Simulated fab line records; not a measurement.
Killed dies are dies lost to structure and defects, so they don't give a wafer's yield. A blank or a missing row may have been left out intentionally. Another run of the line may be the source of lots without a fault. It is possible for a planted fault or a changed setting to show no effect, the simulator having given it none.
fab line records :: flow n5_finfet
record
  lots=7
  wafers=21
route steps=1938 shown BEOL_M15@1779 PASS1_DEP@1831 MIM_BOT@1833
start_h: hours from the record's opening day to when the first of the lot's shown wafers began :: wait_h: how many hours have passed since the lot's step before this one :: " unchanged from the row above :: L1.1+2: a row that stands for several wafers :: - no value, or no start given :: * or withheld: withheld :: < > ~ a bound
route shown NAME@n: a module of which the file shows steps, and the number in the route of the first :: usual: average and standard deviation across the fault-free wafers :: same: alike in all rows :: chamber/n: place in a boat :: sites: readings site by site :: _std_site: standard deviation across them :: _edge_site: outer sites' mean less inner sites' :: radius_mm: for every site, how far away it sits from the centre of the wafer :: mask NAME#n: copy n :: behind: tool/chamber where the wafer was last shaped :: hold: why the lot was held/for how many hours/how that ended :: device: the n, p or np transistor that did not switch :: end of line: at the end of the route, the tests of the same wafers :: a step with no rows: only its recipe :: killed: dies that structure and defects cost at the first sort, which is not the same as the wafer's yield :: map: per-die view of a wafer (x killed, . not killed, _ where there is no die)
set.NAME: the setting that was run; set.NAME@STEP: the one run at that earlier step :: model.NAME: the simulator's own value behind a step, which no gauge read
lots where settings were altered on purpose, with a table for each step and a row for each wafer
## steps
# step N5_BEOL_M15_EXPOSE_07
# recipe
  mask_id=V14
  na=0.8
  source_shape=annular
  sigma_inner=0.5
  sigma_outer=0.8
  polarization=unpolarized
  attpsm_phase_deg=180
  dose_mj=41.25
lot.wafer: L077.2+3
tool: krf_scanner-02
chamber: 0
start_h: 271.46
wait_h: -
mask: V14#0
set.dose_mj: 42.8

lot.wafer: L077.5
tool: krf_scanner-02
chamber: 0
start_h: 271.46
wait_h: -
mask: V14#0
set.dose_mj: 41.25

lot.wafer: L080.2+3+4
tool: krf_scanner-02
chamber: 0
start_h: 286.72
wait_h: -
mask: V14#0
set.dose_mj: 41.25

lot.wafer: L078.2+5
tool: krf_scanner-01
chamber: 0
start_h: 289.59
wait_h: -
mask: V14#0
set.dose_mj: 43.78

lot.wafer: L078.3
tool: krf_scanner-01
chamber: 0
start_h: 289.59
wait_h: -
mask: V14#0
set.dose_mj: 41.25

lot.wafer: L079.3+4+6
tool: krf_scanner-02
chamber: 0
start_h: 290.04
wait_h: -
mask: V14#0
set.dose_mj: 41.25

lot.wafer: L086.1+3
tool: krf_scanner-02
chamber: 0
start_h: 344.84
wait_h: -
mask: V14#0
set.dose_mj: 38.73

lot.wafer: L086.2
tool: krf_scanner-02
chamber: 0
start_h: 344.84
wait_h: -
mask: V14#0
set.dose_mj: 41.25

lot.wafer: L090.3
tool: krf_scanner-02
chamber: 0
start_h: 375.42
wait_h: -
mask: V14#0
set.dose_mj: 43.01

lot.wafer: L090.5+6
tool: krf_scanner-02
chamber: 0
start_h: 375.42
wait_h: -
mask: V14#0
set.dose_mj: 41.25

lot.wafer: L091.1+4+6
tool: krf_scanner-01
chamber: 0
start_h: 376.43
wait_h: -
mask: V14#0
set.dose_mj: 41.25
# step N5_BEOL_M15_PEB_08
# recipe
  peb_temp_c=130
  peb_time_s=90
# step N5_BEOL_M15_DEVELOP_09
# recipe
  develop_time_s=45
  rinse_liquid=diw
  dry=air_spin
  dev_temp_c=21
# step N5_BEOL_M15_HARDBAKE_14
# recipe
  temp_c=130
  time_s=120
# step N5_BEOL_M15_CD_MEAS_10
# recipe
  target_cd_nm=360
  landing_energy_ev=500
  detector=se_inlens
  polarity=opening
# usual
  cd_nm=361.5/1.8
lot.wafer: L077.2
tool: cd_sem-02
chamber: 0
start_h: 271.63
wait_h: -
set.dose_mj@BEOL_M15_EXPOSE_07: 42.8
cd_nm: 369.9

lot.wafer: L077.3
tool: cd_sem-02
chamber: 0
start_h: 271.63
wait_h: -
set.dose_mj@BEOL_M15_EXPOSE_07: 42.8
cd_nm: 365.9

lot.wafer: L077.5
tool: cd_sem-02
chamber: 0
start_h: 271.63
wait_h: -
set.dose_mj@BEOL_M15_EXPOSE_07: 41.25
cd_nm: 363.6

lot.wafer: L080.2
tool: cd_sem-01
chamber: 0
start_h: 286.88
wait_h: -
set.dose_mj@BEOL_M15_EXPOSE_07: 41.25
cd_nm: 363.4

lot.wafer: L080.3
tool: cd_sem-01
chamber: 0
start_h: 286.88
wait_h: -
set.dose_mj@BEOL_M15_EXPOSE_07: 41.25
cd_nm: 360.3

lot.wafer: L080.4
tool: cd_sem-01
chamber: 0
start_h: 286.88
wait_h: -
set.dose_mj@BEOL_M15_EXPOSE_07: 41.25
cd_nm: 359.6

lot.wafer: L078.2
tool: cd_sem-02
chamber: 0
start_h: 289.75
wait_h: -
set.dose_mj@BEOL_M15_EXPOSE_07: 43.78
cd_nm: 368.7

lot.wafer: L078.3
tool: cd_sem-02
chamber: 0
start_h: 289.75
wait_h: -
set.dose_mj@BEOL_M15_EXPOSE_07: 41.25
cd_nm: 361.5

lot.wafer: L078.5
tool: cd_sem-02
chamber: 0
start_h: 289.75
wait_h: -
set.dose_mj@BEOL_M15_EXPOSE_07: 43.78
cd_nm: 371.1

lot.wafer: L079.3
tool: cd_sem-02
chamber: 0
start_h: 290.21
wait_h: -
set.dose_mj@BEOL_M15_EXPOSE_07: 41.25
cd_nm: 361.8

lot.wafer: L079.4
tool: cd_sem-02
chamber: 0
start_h: 290.21
wait_h: -
set.dose_mj@BEOL_M15_EXPOSE_07: 41.25
cd_nm: 361.5

lot.wafer: L079.6
tool: cd_sem-02
chamber: 0
start_h: 290.21
wait_h: -
set.dose_mj@BEOL_M15_EXPOSE_07: 41.25
cd_nm: 361.0

lot.wafer: L086.1
tool: cd_sem-02
chamber: 0
start_h: 345.01
wait_h: -
set.dose_mj@BEOL_M15_EXPOSE_07: 38.73
cd_nm: 351.9

lot.wafer: L086.2
tool: cd_sem-02
chamber: 0
start_h: 345.01
wait_h: -
set.dose_mj@BEOL_M15_EXPOSE_07: 41.25
cd_nm: 363.0

lot.wafer: L086.3
tool: cd_sem-02
chamber: 0
start_h: 345.01
wait_h: -
set.dose_mj@BEOL_M15_EXPOSE_07: 38.73
cd_nm: 349.4

lot.wafer: L090.3
tool: cd_sem-02
chamber: 0
start_h: 375.58
wait_h: -
set.dose_mj@BEOL_M15_EXPOSE_07: 43.01
cd_nm: 366.5

lot.wafer: L090.5
tool: cd_sem-02
chamber: 0
start_h: 375.58
wait_h: -
set.dose_mj@BEOL_M15_EXPOSE_07: 41.25
cd_nm: 359.7

lot.wafer: L090.6
tool: cd_sem-02
chamber: 0
start_h: 375.58
wait_h: -
set.dose_mj@BEOL_M15_EXPOSE_07: 41.25
cd_nm: 360.6

lot.wafer: L091.1
tool: cd_sem-03
chamber: 0
start_h: 376.60
wait_h: -
set.dose_mj@BEOL_M15_EXPOSE_07: 41.25
cd_nm: 361.2

lot.wafer: L091.4
tool: cd_sem-03
chamber: 0
start_h: 376.60
wait_h: -
set.dose_mj@BEOL_M15_EXPOSE_07: 41.25
cd_nm: 363.3

lot.wafer: L091.6
tool: cd_sem-03
chamber: 0
start_h: 376.60
wait_h: -
set.dose_mj@BEOL_M15_EXPOSE_07: 41.25
cd_nm: 359.6
# step N5_BEOL_M15_DESCUM_15
# recipe
  chemistry=O2
  time_s=7.9
  source_power_w=50
  bias_power_w=20
  pressure_mtorr=20
  rf_frequency_hz=2.712e+07
  temp_c=40
  o2_flow_sccm=225
# step N5_BEOL_M15_ETCH_59
# recipe
  chemistry=N2/H2
  target=BARC
  target_depth_a=890
  overetch_a=267
  time_s=67.9
  ion_energy_ev=200
  pressure_mtorr=30
  source_w=840
  bias_w=150
  n2_flow_sccm=200
  h2_flow_sccm=200
# step N5_BEOL_M15_VIA_ETCH_16
# recipe
  chemistry=C4F8/O2/Ar
  target=SiO2
  he_inner_torr=15
  he_outer_torr=30
  target_depth_a=17922
  time_s=withheld
  ion_energy_ev=800
  pressure_mtorr=20
  source_w=1905
  bias_w=2040
  Ar_flow_sccm=400
  C4F8_flow_sccm=16
  O2_flow_sccm=12
  ends=cleared
lot.wafer: L077.2
tool: rie_diel-06
chamber: 3
start_h: 271.81
wait_h: 0.0
set.time_s@BEOL_M15_ILD_DEP_00: *
model.etch.depth_nm: 1622
model.coat_of_BEOL_M15_COAT_04.thk_nm: 331.4

lot.wafer: L077.3
tool: rie_diel-06
chamber: 1
start_h: 271.81
wait_h: 0.0
set.time_s@BEOL_M15_ILD_DEP_00: *
model.etch.depth_nm: 1622
model.coat_of_BEOL_M15_COAT_04.thk_nm: 347.6

lot.wafer: L077.5
tool: rie_diel-06
chamber: 2
start_h: 271.81
wait_h: 0.0
set.time_s@BEOL_M15_ILD_DEP_00: *
model.etch.depth_nm: 1657
model.coat_of_BEOL_M15_COAT_04.thk_nm: 337.2

lot.wafer: L080.2
tool: rie_diel-02
chamber: 3
start_h: 287.06
wait_h: 0.0
set.time_s@BEOL_M15_ILD_DEP_00: *
model.etch.depth_nm: 1601
model.coat_of_BEOL_M15_COAT_04.thk_nm: 364.8

lot.wafer: L080.3
tool: rie_diel-02
chamber: 0
start_h: 287.06
wait_h: 0.0
set.time_s@BEOL_M15_ILD_DEP_00: *
model.etch.depth_nm: 1590
model.coat_of_BEOL_M15_COAT_04.thk_nm: 341.8

lot.wafer: L080.4
tool: rie_diel-02
chamber: 3
start_h: 287.06
wait_h: 0.0
set.time_s@BEOL_M15_ILD_DEP_00: *
model.etch.depth_nm: 1630
model.coat_of_BEOL_M15_COAT_04.thk_nm: 356.8

lot.wafer: L078.2
tool: rie_diel-06
chamber: 1
start_h: 290.12
wait_h: 0.0
set.time_s@BEOL_M15_ILD_DEP_00: *
model.etch.depth_nm: 1468
model.coat_of_BEOL_M15_COAT_04.thk_nm: 386

lot.wafer: L078.3
tool: rie_diel-06
chamber: 3
start_h: 290.12
wait_h: 0.0
set.time_s@BEOL_M15_ILD_DEP_00: *
model.etch.depth_nm: 1627
model.coat_of_BEOL_M15_COAT_04.thk_nm: 331

lot.wafer: L078.5
tool: rie_diel-06
chamber: 0
start_h: 290.12
wait_h: 0.0
set.time_s@BEOL_M15_ILD_DEP_00: *
model.etch.depth_nm: 1658
model.coat_of_BEOL_M15_COAT_04.thk_nm: 336

lot.wafer: L079.3
tool: rie_diel-06
chamber: 1
start_h: 290.53
wait_h: 0.0
set.time_s@BEOL_M15_ILD_DEP_00: *
model.etch.depth_nm: 1607
model.coat_of_BEOL_M15_COAT_04.thk_nm: 349

lot.wafer: L079.4
tool: rie_diel-06
chamber: 2
start_h: 290.53
wait_h: 0.0
set.time_s@BEOL_M15_ILD_DEP_00: *
model.etch.depth_nm: 1627
model.coat_of_BEOL_M15_COAT_04.thk_nm: 339.6

lot.wafer: L079.6
tool: rie_diel-06
chamber: 0
start_h: 290.53
wait_h: 0.0
set.time_s@BEOL_M15_ILD_DEP_00: *
model.etch.depth_nm: 1639
model.coat_of_BEOL_M15_COAT_04.thk_nm: 335.6

lot.wafer: L086.1
tool: rie_diel-06
chamber: 2
start_h: 345.18
wait_h: 0.0
set.time_s@BEOL_M15_ILD_DEP_00: *
model.etch.depth_nm: 1784
model.coat_of_BEOL_M15_COAT_04.thk_nm: 304.6

lot.wafer: L086.2
tool: rie_diel-06
chamber: 3
start_h: 345.18
wait_h: 0.0
set.time_s@BEOL_M15_ILD_DEP_00: *
model.etch.depth_nm: 1626
model.coat_of_BEOL_M15_COAT_04.thk_nm: 326.4

lot.wafer: L086.3
tool: rie_diel-06
chamber: 1
start_h: 345.18
wait_h: 0.0
set.time_s@BEOL_M15_ILD_DEP_00: *
model.etch.depth_nm: 1589
model.coat_of_BEOL_M15_COAT_04.thk_nm: 351.2

lot.wafer: L090.3
tool: rie_diel-04
chamber: 2
start_h: 375.76
wait_h: 0.0
set.time_s@BEOL_M15_ILD_DEP_00: *
model.etch.depth_nm: 1525
model.coat_of_BEOL_M15_COAT_04.thk_nm: 355.4

lot.wafer: L090.5
tool: rie_diel-04
chamber: 3
start_h: 375.76
wait_h: 0.0
set.time_s@BEOL_M15_ILD_DEP_00: *
model.etch.depth_nm: 1560
model.coat_of_BEOL_M15_COAT_04.thk_nm: 357.4

lot.wafer: L090.6
tool: rie_diel-04
chamber: 2
start_h: 375.76
wait_h: 0.0
set.time_s@BEOL_M15_ILD_DEP_00: *
model.etch.depth_nm: 1526
model.coat_of_BEOL_M15_COAT_04.thk_nm: 355.4

lot.wafer: L091.1
tool: rie_diel-06
chamber: 0
start_h: 376.88
wait_h: 0.0
set.time_s@BEOL_M15_ILD_DEP_00: *
model.etch.depth_nm: 1595
model.coat_of_BEOL_M15_COAT_04.thk_nm: 348.4

lot.wafer: L091.4
tool: rie_diel-06
chamber: 2
start_h: 376.88
wait_h: 0.0
set.time_s@BEOL_M15_ILD_DEP_00: *
model.etch.depth_nm: 1509
model.coat_of_BEOL_M15_COAT_04.thk_nm: 369

lot.wafer: L091.6
tool: rie_diel-06
chamber: 3
start_h: 376.88
wait_h: 0.0
set.time_s@BEOL_M15_ILD_DEP_00: *
model.etch.depth_nm: 1640
model.coat_of_BEOL_M15_COAT_04.thk_nm: 325.6
# step N5_PASSIVATION_PECVD_00
# recipe
  material=SiO2
  target_thk_a=2000
  temp_c=400
  precursor=SiH4/N2O
  pressure_torr=2.7
  rf_w=608
  time_s=11.2
lot.wafer: L077.2
tool: pecvd-01
chamber: 0
start_h: 281.30
wait_h: 0.7
set.time_s: 11.2
model.SiO2_of_PASSIVATION_PECVD_00.thk_nm: 197.8

lot.wafer: L077.3
tool: pecvd-01
chamber: 2
start_h: 281.30
wait_h: 0.7
set.time_s: 11.2
model.SiO2_of_PASSIVATION_PECVD_00.thk_nm: 195.4

lot.wafer: L077.5
tool: pecvd-01
chamber: 2
start_h: 281.30
wait_h: 0.7
set.time_s: 11.2
model.SiO2_of_PASSIVATION_PECVD_00.thk_nm: 198.8

lot.wafer: L080.2
tool: pecvd-03
chamber: 1
start_h: 295.52
wait_h: 0.7
set.time_s: 11.2
model.SiO2_of_PASSIVATION_PECVD_00.thk_nm: 198

lot.wafer: L080.3
tool: pecvd-03
chamber: 0
start_h: 295.52
wait_h: 0.7
set.time_s: 12.67
model.SiO2_of_PASSIVATION_PECVD_00.thk_nm: 224.8

lot.wafer: L080.4
tool: pecvd-03
chamber: 0
start_h: 295.52
wait_h: 0.7
set.time_s: 11.2
model.SiO2_of_PASSIVATION_PECVD_00.thk_nm: 201.4

lot.wafer: L078.2
tool: pecvd-04
chamber: 1
start_h: 297.47
wait_h: 0.7
set.time_s: 11.2
model.SiO2_of_PASSIVATION_PECVD_00.thk_nm: 198.8

lot.wafer: L078.3
tool: pecvd-04
chamber: 1
start_h: 297.47
wait_h: 0.7
set.time_s: 9.678
model.SiO2_of_PASSIVATION_PECVD_00.thk_nm: 173.8

lot.wafer: L078.5
tool: pecvd-04
chamber: 1
start_h: 297.47
wait_h: 0.7
set.time_s: 9.678
model.SiO2_of_PASSIVATION_PECVD_00.thk_nm: 175.2

lot.wafer: L079.3
tool: pecvd-03
chamber: 1
start_h: 297.95
wait_h: 0.5
set.time_s: 11.2
model.SiO2_of_PASSIVATION_PECVD_00.thk_nm: 197

lot.wafer: L079.4
tool: pecvd-03
chamber: 0
start_h: 297.95
wait_h: 0.5
set.time_s: 11.2
model.SiO2_of_PASSIVATION_PECVD_00.thk_nm: 200.8

lot.wafer: L079.6
tool: pecvd-03
chamber: 1
start_h: 297.95
wait_h: 0.5
set.time_s: 11.2
model.SiO2_of_PASSIVATION_PECVD_00.thk_nm: 202.6

lot.wafer: L086.1
tool: pecvd-04
chamber: 2
start_h: 352.13
wait_h: 0.8
set.time_s: 11.2
model.SiO2_of_PASSIVATION_PECVD_00.thk_nm: 203

lot.wafer: L086.2
tool: pecvd-04
chamber: 0
start_h: 352.13
wait_h: 0.8
set.time_s: 11.2
model.SiO2_of_PASSIVATION_PECVD_00.thk_nm: 202.6

lot.wafer: L086.3
tool: pecvd-04
chamber: 1
start_h: 352.13
wait_h: 0.8
set.time_s: 11.2
model.SiO2_of_PASSIVATION_PECVD_00.thk_nm: 203.8

lot.wafer: L090.3
tool: pecvd-01
chamber: 2
start_h: 383.99
wait_h: 0.5
set.time_s: 12.75
model.SiO2_of_PASSIVATION_PECVD_00.thk_nm: 230

lot.wafer: L090.5
tool: pecvd-01
chamber: 2
start_h: 383.99
wait_h: 0.5
set.time_s: 11.2
model.SiO2_of_PASSIVATION_PECVD_00.thk_nm: 200

lot.wafer: L090.6
tool: pecvd-01
chamber: 0
start_h: 383.99
wait_h: 0.5
set.time_s: 12.75
model.SiO2_of_PASSIVATION_PECVD_00.thk_nm: 229

lot.wafer: L091.1
tool: pecvd-01
chamber: 2
start_h: 385.77
wait_h: 0.8
set.time_s: 10.1
model.SiO2_of_PASSIVATION_PECVD_00.thk_nm: 174.4

lot.wafer: L091.4
tool: pecvd-01
chamber: 2
start_h: 385.77
wait_h: 0.8
set.time_s: 11.2
model.SiO2_of_PASSIVATION_PECVD_00.thk_nm: 194.8

lot.wafer: L091.6
tool: pecvd-01
chamber: 0
start_h: 385.77
wait_h: 0.8
set.time_s: 11.2
model.SiO2_of_PASSIVATION_PECVD_00.thk_nm: 199.6
# step N5_MIM_BOT_SPUTTER_00
# recipe
  material=TiN
  target_thk_a=350
  temp_c=200
  power_w=3000
  chamber_pressure_pa=0.49996
  gas=Ar
  reactive_partial_pa=0.37997
  time_s=89.7
lot.wafer: L077.2
tool: pvd_sputter-01
chamber: -
start_h: 282.11
wait_h: 0.0
set.time_s: 89.7
model.TiN_of_MIM_BOT_SPUTTER_00.thk_nm: 35.4

lot.wafer: L077.3
tool: pvd_sputter-01
chamber: -
start_h: 282.11
wait_h: 0.0
set.time_s: 78.35
model.TiN_of_MIM_BOT_SPUTTER_00.thk_nm: 30.2

lot.wafer: L077.5
tool: pvd_sputter-01
chamber: -
start_h: 282.11
wait_h: 0.0
set.time_s: 78.35
model.TiN_of_MIM_BOT_SPUTTER_00.thk_nm: 30.6

lot.wafer: L080.2
tool: pvd_sputter-02
chamber: -
start_h: 297.70
wait_h: 0.0
set.time_s: 89.7
model.TiN_of_MIM_BOT_SPUTTER_00.thk_nm: 35.2

lot.wafer: L080.3
tool: pvd_sputter-02
chamber: -
start_h: 297.70
wait_h: 0.0
set.time_s: 84.13
model.TiN_of_MIM_BOT_SPUTTER_00.thk_nm: 33

lot.wafer: L080.4
tool: pvd_sputter-02
chamber: -
start_h: 297.70
wait_h: 0.0
set.time_s: 84.13
model.TiN_of_MIM_BOT_SPUTTER_00.thk_nm: 32.4

lot.wafer: L078.2
tool: pvd_sputter-01
chamber: -
start_h: 298.20
wait_h: 0.0
set.time_s: 89.7
model.TiN_of_MIM_BOT_SPUTTER_00.thk_nm: 35

lot.wafer: L078.3
tool: pvd_sputter-01
chamber: -
start_h: 298.20
wait_h: 0.0
set.time_s: 89.7
model.TiN_of_MIM_BOT_SPUTTER_00.thk_nm: 35.8

lot.wafer: L078.5
tool: pvd_sputter-01
chamber: -
start_h: 298.20
wait_h: 0.0
set.time_s: 89.7
model.TiN_of_MIM_BOT_SPUTTER_00.thk_nm: 34.8

lot.wafer: L079.3+6
tool: pvd_sputter-01
chamber: -
start_h: 298.40
wait_h: 0.0
set.time_s: 89.7
model.TiN_of_MIM_BOT_SPUTTER_00.thk_nm: 34.2

lot.wafer: L079.4
tool: pvd_sputter-01
chamber: -
start_h: 298.40
wait_h: 0.0
set.time_s: 89.7
model.TiN_of_MIM_BOT_SPUTTER_00.thk_nm: 34.8

lot.wafer: L086.1
tool: pvd_sputter-02
chamber: -
start_h: 352.77
wait_h: 0.0
set.time_s: 89.7
model.TiN_of_MIM_BOT_SPUTTER_00.thk_nm: 35.2

lot.wafer: L086.2
tool: pvd_sputter-02
chamber: -
start_h: 352.77
wait_h: 0.0
set.time_s: 81.06
model.TiN_of_MIM_BOT_SPUTTER_00.thk_nm: 31.4

lot.wafer: L086.3
tool: pvd_sputter-02
chamber: -
start_h: 352.77
wait_h: 0.0
set.time_s: 81.06
model.TiN_of_MIM_BOT_SPUTTER_00.thk_nm: 31.8

lot.wafer: L090.3
tool: pvd_sputter-01
chamber: -
start_h: 384.11
wait_h: 0.0
set.time_s: 89.7
model.TiN_of_MIM_BOT_SPUTTER_00.thk_nm: 35.2

lot.wafer: L090.5
tool: pvd_sputter-01
chamber: -
start_h: 384.11
wait_h: 0.0
set.time_s: 89.7
model.TiN_of_MIM_BOT_SPUTTER_00.thk_nm: 34.8

lot.wafer: L090.6
tool: pvd_sputter-01
chamber: -
start_h: 384.11
wait_h: 0.0
set.time_s: 102.7
model.TiN_of_MIM_BOT_SPUTTER_00.thk_nm: 39.8

lot.wafer: L091.1
tool: pvd_sputter-02
chamber: -
start_h: 386.45
wait_h: 0.0
set.time_s: 89.7
model.TiN_of_MIM_BOT_SPUTTER_00.thk_nm: 35.2

lot.wafer: L091.4
tool: pvd_sputter-02
chamber: -
start_h: 386.45
wait_h: 0.0
set.time_s: 93.25
model.TiN_of_MIM_BOT_SPUTTER_00.thk_nm: 36.8

lot.wafer: L091.6
tool: pvd_sputter-02
chamber: -
start_h: 386.45
wait_h: 0.0
set.time_s: 93.25
model.TiN_of_MIM_BOT_SPUTTER_00.thk_nm: 36.2
## key
split
  step=N5_BEOL_M15_EXPOSE_07
  setting=dose_mj
  stated=41.25
  by=wafer
response
  step=N5_BEOL_M15_CD_MEAS_10
  reading=cd_nm
  change=+1.59
  per=1%
  r=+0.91
split
  step=N5_PASSIVATION_PECVD_00
  setting=time_s
  stated=11.2
  by=wafer
response
  step=N5_PASSIVATION_PECVD_00
  reading=model.SiO2_of_PASSIVATION_PECVD_00.thk_nm
  change=+2
  per=1%
  r=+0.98
split
  step=N5_MIM_BOT_SPUTTER_00
  setting=time_s
  stated=89.7
  by=wafer
response
  step=N5_MIM_BOT_SPUTTER_00
  reading=model.TiN_of_MIM_BOT_SPUTTER_00.thk_nm
  change=+0.364
  per=1%
  r=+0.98
split outside_this_file step=N5_BEOL_M15_ILD_DEP_00 setting=time_s
# split outside_this_file: this setting was split too, and the file shows its column; the key of that split is in another file
